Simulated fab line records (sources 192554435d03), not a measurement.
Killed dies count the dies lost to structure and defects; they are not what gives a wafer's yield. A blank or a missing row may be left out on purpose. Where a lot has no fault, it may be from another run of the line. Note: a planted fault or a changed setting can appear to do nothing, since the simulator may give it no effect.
Split-lot study / flow n5Finfet / 7 lots, 21 wafers read, on a route of 1938 steps

## ON THE SPLIT
At N5_BEOL_M8_PECVD_70 (deposits SiO2 from TEOS/O2, target thk 20 nm, time 22.7 s), the setting tempC was moved away from the recipe's 400 C on 8 of the 21 wafers read, by -3.4% to +3.4%. For the rest of the wafers, this setting stayed at what the recipe calls for.

## FROM THE SPLIT TO THE READING: what the file shows between them, 3 steps
- N5_BEOL_M8_HM_DEP_02: deposits TiN, target thk 20 nm
- N5_BEOL_M8_COAT_59: time 60 s, resist thk 100 nm
- N5_BEOL_M8_STRIP_80: strips in N2/H2, time 10 s

## THE READING
SiO2_of_BEOL_M8_PECVD_70.thkNm (the simulator's own value, which no gauge read), in nm, at N5_BEOL_M8_HM_STRIP_39 (strips TiN in peroxide tin strip, target depth 25 nm, time 158 s). The file does not state a usual value for it. Across the 13 wafers here that went through the recipe, the average is 19.9 nm and the standard deviation 0.24 nm.

wafer=L077.1; tool, chamber at the split=pecvd-02, 0; tempC as run, C=400; against the recipe=recipe; SiO2_of_BEOL_M8_PECVD_70.thkNm, nm=19.4; against lot-mates on the recipe=-
wafer=L077.2; tool, chamber at the split=pecvd-02, 2; tempC as run, C=386.2; against the recipe=-3.4%; SiO2_of_BEOL_M8_PECVD_70.thkNm, nm=21; against lot-mates on the recipe=+1.3
wafer=L077.6; tool, chamber at the split=pecvd-02, 0; tempC as run, C=400; against the recipe=recipe; SiO2_of_BEOL_M8_PECVD_70.thkNm, nm=20; against lot-mates on the recipe=-
wafer=L081.2; tool, chamber at the split=pecvd-03, 1,0; tempC as run, C=413.7; against the recipe=+3.4%; SiO2_of_BEOL_M8_PECVD_70.thkNm, nm=17.8; against lot-mates on the recipe=-2.0
wafer=L081.4; tool, chamber at the split=pecvd-03, 1,0; tempC as run, C=413.7; against the recipe=+3.4%; SiO2_of_BEOL_M8_PECVD_70.thkNm, nm=17.6; against lot-mates on the recipe=-2.2
wafer=L081.5; tool, chamber at the split=pecvd-03, 2; tempC as run, C=400; against the recipe=recipe; SiO2_of_BEOL_M8_PECVD_70.thkNm, nm=19.8; against lot-mates on the recipe=-
wafer=L083.4; tool, chamber at the split=pecvd-03, 0; tempC as run, C=400; against the recipe=recipe; SiO2_of_BEOL_M8_PECVD_70.thkNm, nm=19.8; against lot-mates on the recipe=-
wafer=L083.5; tool, chamber at the split=pecvd-03, 2,1; tempC as run, C=400; against the recipe=recipe; SiO2_of_BEOL_M8_PECVD_70.thkNm, nm=19.8; against lot-mates on the recipe=-
wafer=L083.6; tool, chamber at the split=pecvd-03, 2,1; tempC as run, C=400; against the recipe=recipe; SiO2_of_BEOL_M8_PECVD_70.thkNm, nm=20; against lot-mates on the recipe=-
wafer=L084.1; tool, chamber at the split=pecvd-02, 2; tempC as run, C=400; against the recipe=recipe; SiO2_of_BEOL_M8_PECVD_70.thkNm, nm=20; against lot-mates on the recipe=-
wafer=L084.4; tool, chamber at the split=pecvd-02, 2; tempC as run, C=400; against the recipe=recipe; SiO2_of_BEOL_M8_PECVD_70.thkNm, nm=20.2; against lot-mates on the recipe=-
wafer=L084.6; tool, chamber at the split=pecvd-02, 2; tempC as run, C=400; against the recipe=recipe; SiO2_of_BEOL_M8_PECVD_70.thkNm, nm=20.4; against lot-mates on the recipe=-
wafer=L088.1; tool, chamber at the split=pecvd-02, 0; tempC as run, C=400; against the recipe=recipe; SiO2_of_BEOL_M8_PECVD_70.thkNm, nm=19.8; against lot-mates on the recipe=-
wafer=L088.2; tool, chamber at the split=pecvd-02, 2; tempC as run, C=392.7; against the recipe=-1.8%; SiO2_of_BEOL_M8_PECVD_70.thkNm, nm=20.8; against lot-mates on the recipe=+0.8
wafer=L088.5; tool, chamber at the split=pecvd-02, 0; tempC as run, C=400; against the recipe=recipe; SiO2_of_BEOL_M8_PECVD_70.thkNm, nm=20.2; against lot-mates on the recipe=-
wafer=L090.2; tool, chamber at the split=pecvd-02, 0; tempC as run, C=400; against the recipe=recipe; SiO2_of_BEOL_M8_PECVD_70.thkNm, nm=20; against lot-mates on the recipe=-
wafer=L090.3; tool, chamber at the split=pecvd-02, 2; tempC as run, C=389.4; against the recipe=-2.7%; SiO2_of_BEOL_M8_PECVD_70.thkNm, nm=21.2; against lot-mates on the recipe=+1.2
wafer=L090.6; tool, chamber at the split=pecvd-02, 2; tempC as run, C=389.4; against the recipe=-2.7%; SiO2_of_BEOL_M8_PECVD_70.thkNm, nm=22; against lot-mates on the recipe=+2.0
wafer=L092.1; tool, chamber at the split=pecvd-03, 1; tempC as run, C=400; against the recipe=recipe; SiO2_of_BEOL_M8_PECVD_70.thkNm, nm=19.8; against lot-mates on the recipe=-
wafer=L092.4; tool, chamber at the split=pecvd-03, 2; tempC as run, C=409.7; against the recipe=+2.4%; SiO2_of_BEOL_M8_PECVD_70.thkNm, nm=18.4; against lot-mates on the recipe=-1.4
wafer=L092.5; tool, chamber at the split=pecvd-03, 0; tempC as run, C=409.7; against the recipe=+2.4%; SiO2_of_BEOL_M8_PECVD_70.thkNm, nm=18; against lot-mates on the recipe=-1.8
If several chambers appear in one row, that row covers several wafers at once and the file leaves open which wafer was in which chamber.

FIT RESULTS
A straight line over all 21 wafers: SiO2_of_BEOL_M8_PECVD_70.thkNm changes by -0.584 nm for each +1% of tempC; r = -0.95; the points scatter about the line by 0.35 nm.
The same after taking each lot's own level away (the mean of its wafers on the recipe; 21 wafers): -0.566 nm for each +1%; r = -0.97; scatter 0.27 nm.
That fit puts the effect of the largest move of tempC on the reading at 2 nm.
The span of the lots' own levels, 19.70 to 20.20 nm, comes to 2.1 times the standard deviation stated above.
So the lot-to-lot level changes the slope little: the two slopes agree.
Check: +2.06 nm against its lot-mates is what the line predicts for one of the wafers moved furthest among these (-3.4%) when that wafer is left out of the fit. It came out at +1.3 nm against them.

## ADDITIONAL SPLITS CARRIED BY THESE WAFERS
Before the reading, these wafers also passed through other splits. Each is held against what the fit with the lots' levels taken away leaves over:
other split on the same wafers=N5_BEOL_M5_COAT_74 spinRpm; wafers away from the commonest value=9; r with SiO2_of_BEOL_M8_PECVD_70.thkNm (lot level and that fit taken away)=-0.17
other split on the same wafers=N5_BEOL_M6_EXPOSE_25 doseMj; wafers away from the commonest value=9; r with SiO2_of_BEOL_M8_PECVD_70.thkNm (lot level and that fit taken away)=-0.08
other split on the same wafers=N5_BEOL_M6_ETCH_66 biasW; wafers away from the commonest value=8; r with SiO2_of_BEOL_M8_PECVD_70.thkNm (lot level and that fit taken away)=-0.01
other split on the same wafers=N5_BEOL_M8_ILD_DEP_00 timeS; wafers away from the commonest value=6; r with SiO2_of_BEOL_M8_PECVD_70.thkNm (lot level and that fit taken away)=-0.21

## THE WHOLE CHAIN: every reading that the file lists as answering this split, in the file's order
step=N5_BEOL_M8_PECVD_70; what it does=deposits SiO2 from TEOS/O2, target thk 20 nm, time 22.7 s; reading=SiO2_of_BEOL_M8_PECVD_70.thkNm (the simulator's own value, which no gauge read); change (the file's fit)=-0.548 nm for each +1% of the setting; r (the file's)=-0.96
step=N5_BEOL_M8_HM_STRIP_39; what it does=strips TiN in peroxide tin strip, target depth 25 nm, time 158 s; reading=SiO2_of_BEOL_M8_PECVD_70.thkNm (the simulator's own value, which no gauge read); change (the file's fit)=-0.533 nm for each +1% of the setting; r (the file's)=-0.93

## THE FILE'S OWN FIT
SiO2_of_BEOL_M8_PECVD_70.thkNm changes by -0.533 nm for each +1% of tempC, r = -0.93.
